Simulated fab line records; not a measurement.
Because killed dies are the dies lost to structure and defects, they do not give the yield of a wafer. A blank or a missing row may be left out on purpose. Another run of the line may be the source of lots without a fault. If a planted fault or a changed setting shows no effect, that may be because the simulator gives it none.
fab line records	flow n5-finfet
[record] lots = 9	wafers = 26	last-day = 18
route steps=1938 shown MIM_BOT_LITHO@1863 MIM_BOT_ETCH@1868 PASS1_CAP@1873 TV_OPEN@1888
lots that met no fault: taken from a fault-free run of the same line
start-h: hours from the record's opening day to when the first of the lot's shown wafers began	wait-h: hours since the lot's step before	" same as the row above	L1.1+2: a row that stands for several wafers	- no value, or no start given	* or withheld: withheld	< > ~ a bound
route shown NAME@n: NAME is a module with steps in the file, n the number in the route of the first one	usual: mean/standard deviation taken from wafers without a fault	same: alike in all rows	chamber/n: place in a boat	sites: each site's reading	_std_site: the values' standard deviation	_edge_site: outer sites' mean less inner sites'	radius-mm: for every site, how far away it sits from the centre of the wafer	mask NAME#n: copy n	behind: the last tool/chamber to shape the wafer	hold: why the lot went on hold/how many hours it stayed there/how the hold came to an end	device: names the non-switching transistor (n, p or np)	end of line: the same wafers' tests at the end of the route	a step without rows: its recipe alone	killed: dies that structure and defects cost at the first sort, which is not the same as the wafer's yield	map: the dies of a wafer, with x for killed, . for not killed, _ for no die there
set.NAME: the run value of the setting; set.NAME@STEP: its run value at that earlier step	model.NAME: the simulator's own value behind a step, which no gauge read
one table for each step of the route and one row for each wafer, over a sample of lots
services: from which hour (start-h, from the record's first day; less than 0 if before it) a tool's chamber was out of use, for how many hours, and why
[[steps]]
[step N5_MIM_BOT_LITHO_OVL_MEAS_11]
[recipe] points-per-wafer = 44
[usual] MIM_BOT_OVL = 4/4.6
lot.wafer	tool	chamber	start-h	wait-h	MIM_BOT_OVL[nm]
L182.1	overlay-02	0	296.38	0.0	4
L182.3	"	0	"	"	0
L182.5	"	0	"	"	4
L184.3	overlay-01	0	309.64	0.0	2
L184.4	"	0	"	"	9
L192.2	overlay-02	0	356.03	0.0	-5
L192.4	"	0	"	"	0
L192.6	"	0	"	"	4
L195.1	overlay-01	0	370.72	0.0	1
L195.5	"	0	"	"	8
L195.6	"	0	"	"	8
L197.2	overlay-02	0	382.69	0.0	8
L197.5	"	0	"	"	6
L197.6	"	0	"	"	4
L199.4	overlay-01	0	392.27	0.0	7
L199.5	"	0	"	"	6
L199.6	"	0	"	"	2
L200.1	overlay-01	0	397.46	0.0	7
L200.5	"	0	"	"	5
L200.6	"	0	"	"	-5
L202.1	overlay-01	0	423.99	0.0	4
L202.4	"	0	"	"	-2
L202.5	"	0	"	"	-7
L201.1	overlay-02	0	427.47	0.0	7
L201.2	"	0	"	"	12
L201.3	"	0	"	"	10
[step N5_MIM_BOT_ETCH_ETCH_00]
[recipe] chemistry = Cl2/BCl3	target = TiN	target-depth-a = 455	ion-energy-ev = 150	pressure-mtorr = 10	icp-w = 1000	bias-w = 126	Cl2_flow_sccm = 53.25	bcl3-flow-sccm = 21.75	Ar_flow_sccm = 25
[usual] chamber-pressure-mTorr = 9.999/0.0091	drypump-motor-current-A = 5.8/0.47	oes-product-au = 0.83/0.072	throttle-valve-pct = 21.84/0.24
lot.wafer	tool	chamber	start-h	wait-h	chamber-pressure-mTorr	drypump-motor-current-A	oes-product-au	rf-hours-counter-h	throttle-valve-pct
L182.1	rie-metal-01	1	296.85	0.1	10.006	5.9	0.81	34	21.98
L182.3	"	1	"	"	9.987	5.9	0.81	-	21.95
L182.5	"	0	"	"	10.006	6.4	0.88	-	21.92
L184.3	rie-metal-01	1	310.01	0.1	9.998	5.9	0.80	-	21.99
L184.4	"	0	"	"	9.997	6.4	0.87	-	21.92
L192.2	rie-metal-02	0	356.33	0.1	10.009	5.8	0.92	4	21.93
L192.4	"	1	"	"	9.984	5.4	0.86	-	21.65
L192.6	"	0	"	"	9.993	5.8	0.93	-	21.92
L195.1	rie-metal-02	1	371.03	0.1	10.005	5.4	0.85	33	21.68
L195.5	"	1	"	"	10.001	5.4	0.85	-	21.66
L195.6	"	0	"	"	10.009	5.7	0.91	-	21.92
L197.2	rie-metal-03	0	382.99	0.1	10.003	4.7	0.70	82	21.82
L197.5	"	1	"	"	9.994	5.8	0.93	-	21.15
L197.6	"	0	"	"	10.010	4.7	0.70	-	21.81
L199.4	rie-metal-01	1	392.88	0.1	9.994	5.8	0.78	-	21.98
L199.5	"	1	"	"	10.014	5.9	0.78	-	21.98
L199.6	"	0	"	"	9.991	6.4	0.81	-	21.97
L200.1	rie-metal-03	1	397.83	0.1	10.004	5.8	0.91	7	21.16
L200.5	"	1	"	"	9.990	5.8	0.92	-	21.16
L200.6	"	0	"	"	10.010	4.7	0.70	-	21.82
L202.1	rie-metal-01	0	424.29	0.1	9.990	6.4	0.81	21	21.97
L202.4	"	0	"	"	9.994	6.4	0.81	-	21.96
L202.5	"	0	"	"	9.992	6.4	0.81	-	21.96
L201.1	rie-metal-01	0	427.78	0.1	10.000	6.4	0.81	22	21.96
L201.2	"	1	"	"	10.007	5.9	0.77	46	22.00
L201.3	"	1	"	"	9.988	5.9	0.77	-	21.99
[step N5_MIM_BOT_ETCH_STRIP_01]
[recipe] chemistry = O2	power-w = 600	temp-c = 60	pressure-mtorr = 30	rf-frequency-hz = 6e+07	bias-power-w = 0	overash-fraction = 0.5	o2-flow-sccm = 225
[usual] chamber-pressure-mTorr = 30.00/0.076	drypump-motor-current-A = 5.7/0.3	oes-product-au = 0.81/0.086	rf-vpp-V = 3.5/1.3	showerhead-plenum-p-Torr = 2.10/0.082	throttle-valve-pct = 16.71/0.17
[same] bias-power-w = 0
lot.wafer	tool	chamber	start-h	wait-h	chamber-pressure-mTorr	drypump-motor-current-A	oes-product-au	rf-hours-counter-h	rf-vpp-V	showerhead-plenum-p-Torr	throttle-valve-pct
L182.1	rie-diel-05	3	297.04	0.2	30.05	5.3	0.87	50	2.1	2.02	16.84
L182.3	"	2	"	"	29.92	5.9	0.86	59	3.1	2.03	16.89
L182.5	"	3	"	"	30.01	5.3	0.86	-	3.8	2.02	16.78
L184.3	rie-diel-05	0	310.11	0.1	30.07	5.8	0.71	224	6.2	2.05	16.66
L184.4	"	3	"	"	30.06	5.3	0.86	55	2.9	2.02	16.83
L192.2	rie-diel-03	3	356.64	0.3	30.01	5.6	0.76	130	2.1	2.10	16.65
L192.4	"	1	"	"	30.08	5.4	0.91	-	3.6	2.22	16.60
L192.6	"	2	"	"	30.14	5.7	0.68	-	4.3	1.98	16.81
L195.1	rie-diel-03	1	371.17	0.1	29.98	5.4	0.87	32	2.0	2.22	16.61
L195.5	"	2	"	"	30.03	5.7	0.69	-	6.3	1.98	16.77
L195.6	"	1	"	"	30.01	5.4	0.89	-	3.1	2.21	16.64
L197.2	rie-diel-01	2	383.13	0.1	30.06	6.2	0.87	87	1.7	2.10	16.63
L197.5	"	3	"	"	30.12	5.2	0.84	-	5.1	2.21	16.48
L197.6	"	2	"	"	30.05	6.2	0.84	-	1.9	2.10	16.59
L199.4	rie-diel-05	1	393.00	0.1	29.99	5.8	0.80	-	4.3	2.13	16.61
L199.5	"	2	"	"	29.98	5.8	0.81	-	3.7	2.02	16.91
L199.6	"	3	"	"	29.96	5.3	0.82	-	6.3	2.01	16.89
L200.1	rie-diel-01	1	397.97	0.1	29.90	5.9	0.73	186	8.9	2.20	16.86
L200.5	"	0	"	"	30.00	6.2	0.74	-	4.4	2.06	16.82
L200.6	"	1	"	"	30.16	5.9	0.72	-	1.5	2.20	16.82
L202.1	rie-diel-05	1	424.43	0.1	30.07	5.8	0.80	127	2.4	2.13	16.59
L202.4	"	3	"	"	30.04	5.3	0.80	100	3.3	2.01	16.92
L202.5	"	3	"	"	30.04	5.3	0.81	-	1.9	2.00	16.88
L201.1	rie-diel-03	2	427.92	0.1	30.03	5.7	0.99	2	3.1	2.24	16.36
L201.2	"	1	"	"	30.08	5.4	0.86	53	4.2	2.21	16.69
L201.3	"	0	"	"	30.09	5.5	0.94	21	4.7	2.14	16.77
[step N5_PASSIVATION_PECVD_55]
[recipe] material = SiO2	target-thk-a = 4000	temp-c = 400	precursor = SiH4/N2O	pressure-torr = 2.7	rf-w = 608	time-s = 22.5
[usual] heater-power-w = 671/85	showerhead-plenum-p-Torr = 8.20/0.12	throttle-valve-pct = 51.0/2.6
lot.wafer	tool	chamber	start-h	wait-h	heater-power-w	showerhead-plenum-p-Torr	throttle-valve-pct
L182.1	pecvd-02	2	297.58	0.0	666	8.27	50.3
L182.3	"	0	"	"	688	8.22	52.5
L182.5	"	1	"	"	538	8.37	56.7
L184.3	pecvd-02	0	310.61	0.0	591	8.23	52.4
L184.4	"	2	"	"	610	8.27	50.8
L192.2	pecvd-04	2	357.66	0.0	605	8.19	48.7
L192.4	"	2	"	"	610	8.21	48.7
L192.6	"	1	"	"	729	8.26	49.0
L195.1	pecvd-04	1	371.67	0.0	768	8.29	48.7
L195.5	"	0	"	"	678	7.97	49.1
L195.6	"	1	"	"	768	8.27	49.0
L197.2	pecvd-02	2	383.63	0.0	641	8.28	51.0
L197.5	"	2	"	"	669	8.27	50.9
L197.6	"	0	"	"	697	8.23	52.5
L199.4	pecvd-04	0	393.50	0.1	679	7.97	48.8
L199.5	"	2	"	"	639	8.20	49.1
L199.6	"	1	"	"	758	8.26	48.9
L200.1	pecvd-03	1	398.47	0.0	708	7.99	52.2
L200.5	"	1	"	"	738	7.99	52.0
L200.6	"	2	"	"	808	8.30	48.3
L202.1	pecvd-03	1	424.94	0.0	733	7.98	51.9
L202.4	"	1	"	"	570	8.01	52.2
L202.5	"	2	"	"	767	8.30	48.3
L201.1	pecvd-02	2	428.45	0.0	652	8.26	50.9
L201.2	"	1	"	"	569	8.30	46.7
L201.3	"	0	"	"	636	8.25	52.6
[step N5_PASSIVATION_VIA_ETCH_13]
[recipe] chemistry = CHF3/O2	target = SiO2	target-depth-a = 6600	CHF3_flow_sccm = 50	O2_flow_sccm = 5	Ar_flow_sccm = 200	time-s = 330	mask-material = PR	pressure-mtorr = 30	source-w = 650	bias-w = 170	ion-energy-ev = 200	ends = cleared
[usual] chamber-pressure-mTorr = 30.000/0.027	drypump-motor-current-A = 5.5/0.49	etch-rf-on-time-s = 235/5.4	oes-product-au = 0.72/0.07	rf-vpp-V = 524/15	showerhead-plenum-p-Torr = 2.38/0.077	throttle-valve-pct = 18.9/0.36
lot.wafer	tool	chamber	start-h	wait-h	chamber-pressure-mTorr	drypump-motor-current-A	etch-rf-on-time-s	oes-product-au	rf-hours-counter-h	rf-vpp-V	showerhead-plenum-p-Torr	throttle-valve-pct
L182.1	rie-diel-02	2	301.28	0.0	30.019	5.8	223	0.87	6	533	2.36	18.4
L182.3	"	1	"	"	30.038	5.9	230	0.72	106	501	2.32	18.6
L182.5	"	3	"	"	30.009	5.0	230	0.67	-	534	2.33	19.5
L184.3	rie-diel-04	0	311.75	0.0	29.951	5.6	253	0.79	33	510	2.35	18.9
L184.4	"	1	"	"	30.048	6.5	250	0.67	150	558	2.38	18.5
L192.2	rie-diel-02	0	358.40	0.0	30.011	6.0	225	0.65	231	512	2.39	19.4
L192.4	"	1	"	"	29.982	5.9	227	0.71	125	502	2.31	18.6
L192.6	"	2	"	"	30.047	5.7	227	0.81	-	533	2.35	18.4
L195.1	rie-diel-06	2	373.17	0.0	30.000	4.8	232	0.75	64	516	2.46	18.7
L195.5	"	3	"	"	29.967	5.3	241	0.62	-	511	2.29	19.3
L195.6	"	0	"	"	30.016	5.3	238	0.70	-	529	2.32	19.1
L197.2	rie-diel-06	3	384.81	0.0	29.952	5.3	233	0.63	234	511	2.29	19.3
L197.5	"	0	"	"	29.934	5.4	235	0.70	-	527	2.32	19.1
L197.6	"	2	"	"	30.041	4.8	241	0.74	-	515	2.46	18.7
L199.4	rie-diel-02	3	394.54	0.0	29.973	5.0	234	0.66	192	534	2.32	19.6
L199.5	"	3	"	"	30.044	5.1	231	0.67	-	534	2.32	19.6
L199.6	"	0	"	"	30.029	6.0	234	0.64	-	510	2.38	19.5
L200.1	rie-diel-06	3	399.55	0.0	29.984	5.3	234	0.62	239	510	2.28	19.3
L200.5	"	3	"	"	29.986	5.3	238	0.62	-	511	2.28	19.3
L200.6	"	0	"	"	30.011	5.3	242	0.69	-	528	2.32	19.1
L201.1	rie-diel-04	1	429.75	0.0	30.004	6.5	236	0.65	187	557	2.37	18.6
L201.2	"	2	"	"	30.027	6.1	240	0.78	42	523	2.46	19.0
L201.3	"	3	"	"	30.016	5.3	234	0.82	20	531	2.48	18.6
L202.1	rie-diel-06	2	430.72	0.0	30.038	4.8	241	0.71	84	515	2.45	18.7
L202.4	"	0	"	"	30.004	5.3	244	0.68	136	527	2.32	19.1
L202.5	"	2	"	"	30.013	4.8	241	0.72	-	516	2.45	18.7
[[services]]
tool	chamber	start-h	hours	kind
rie-diel-05	2	279.25	2.4	repair
rie-diel-05	0	287.52	1.8	repair
rie-diel-01	3	288.67	23.6	repair
rie-diel-05	1	290.79	6.3	repair
rie-diel-03	0	293.22	10.1	repair
pecvd-02	2	301.11	4.4	repair
pecvd-04	-	309.26	0.5	repair
pecvd-02	-	313.43	2.2	repair
pecvd-03	0	313.88	4.4	repair
rie-diel-05	1	317.84	8.7	repair
rie-diel-06	3	330.98	3.6	repair
rie-diel-03	0	336.21	4.9	repair
rie-diel-06	3	344.09	19.8	repair
rie-metal-01	1	357.37	4.6	repair
rie-diel-03	3	359.58	7.1	repair
rie-diel-06	0	359.62	9.0	repair
rie-diel-06	1	372.98	32.4	repair
pecvd-04	-	375.29	6.0	pm
rie-diel-06	0	375.92	6.5	repair
pecvd-02	-	376.41	2.8	pm
rie-diel-03	0	390.45	5.0	repair
rie-diel-03	-	396.96	2.8	pm
pecvd-02	0	397.09	3.0	repair
rie-diel-06	0	417.59	3.8	repair
[[key]]
[first-sign] step = N5_PASSIVATION_VIA_ETCH_13	reading = etch-rf-on-time-s	direction = up	sigmas = 3	usual = *	struck = *
effect none on later readings
met-at N5_PASSIVATION_PECVD_55
struck-lots L184
struck-wafers L184.3,L184.4
not-acting-at N5_MIM_BOT_LITHO_OVL_MEAS_11,N5_MIM_BOT_ETCH_ETCH_00,N5_MIM_BOT_ETCH_STRIP_01
onset-between 297.58 310.61
[fault] kind = process-parameter-drift	tool = pecvd-02	chamber = -	onset-h = 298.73	steps = N5_PASSIVATION_PECVD_55	channel = time-s	offset = *	shape = step	end-h = 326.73	scope = struck-wafers-only	acts-in = *	stated = *
